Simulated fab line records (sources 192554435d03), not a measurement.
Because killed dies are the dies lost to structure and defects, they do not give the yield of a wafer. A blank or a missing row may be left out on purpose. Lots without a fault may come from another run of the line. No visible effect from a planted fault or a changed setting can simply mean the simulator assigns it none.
2 desks looking at one fault | flow n5Finfet | only its own numbers are on each desk; what lay behind them is given at the end

== THE TOOL OWNER'S DESK: pvdSputter-03 ==
The tool's own readings at N5_BEOL_M2_SPUTTER_48 (material Cu, target thk 4.5 nm, time 8.29 s): means of the sampled wafers that have a number, for each lot that ran on this tool. The brackets show how far a lot's mean lies from the usual mean; more than 4 standard deviations puts the lot out of limits, marked OUT.
Columns: A = throttleValvePct at N5_BEOL_M2_SPUTTER_48, usual 30.4 %
lot  | first seen here | A
L833 | day 7 08:38     | 29.7
L841 | day 9 07:20     | 30.7
L842 | day 9 10:05     | 29.8
L843 | day 9 21:23     | 30.3
L845 | day 10 11:31    | 30.1
This desk found nothing out of limits on any of the 5 lots.

== FROM THE METROLOGY DESK ==
What the gauges read for every lot (on any tool): the sampled wafers with a number, averaged. The brackets show how far a lot's mean lies from the usual mean; more than 4 standard deviations puts the lot out of limits, marked OUT.
Columns: A = MIM_BOT_OVL at N5_MIM_BOT_LITHO_OVL_MEAS_11, usual 1 nm
lot  | first seen here | A
L831 | day 11 10:38    | -5
L833 | day 11 23:56    | 2
L836 | day 12 08:14    | -1
L834 | day 12 10:47    | -1
L835 | day 12 14:44    | -3
L838 | day 13 03:24    | 1
L837 | day 13 11:01    | 5
L841 | day 14 06:34    | -1
L842 | day 14 11:01    | 6
L843 | day 14 11:11    | -2
L845 | day 15 08:29    | 6
L844 | day 15 08:57    | 7
L852 | day 17 04:55    | 1
This desk found nothing out of limits on any of the 13 lots.

== PUT TOGETHER ==
Nothing out of limits was seen by the tool owner's desk.
From the metrology desk's view, nothing was out of limits.

== WHAT WAS PUT IN BY THE SIMULATOR ==
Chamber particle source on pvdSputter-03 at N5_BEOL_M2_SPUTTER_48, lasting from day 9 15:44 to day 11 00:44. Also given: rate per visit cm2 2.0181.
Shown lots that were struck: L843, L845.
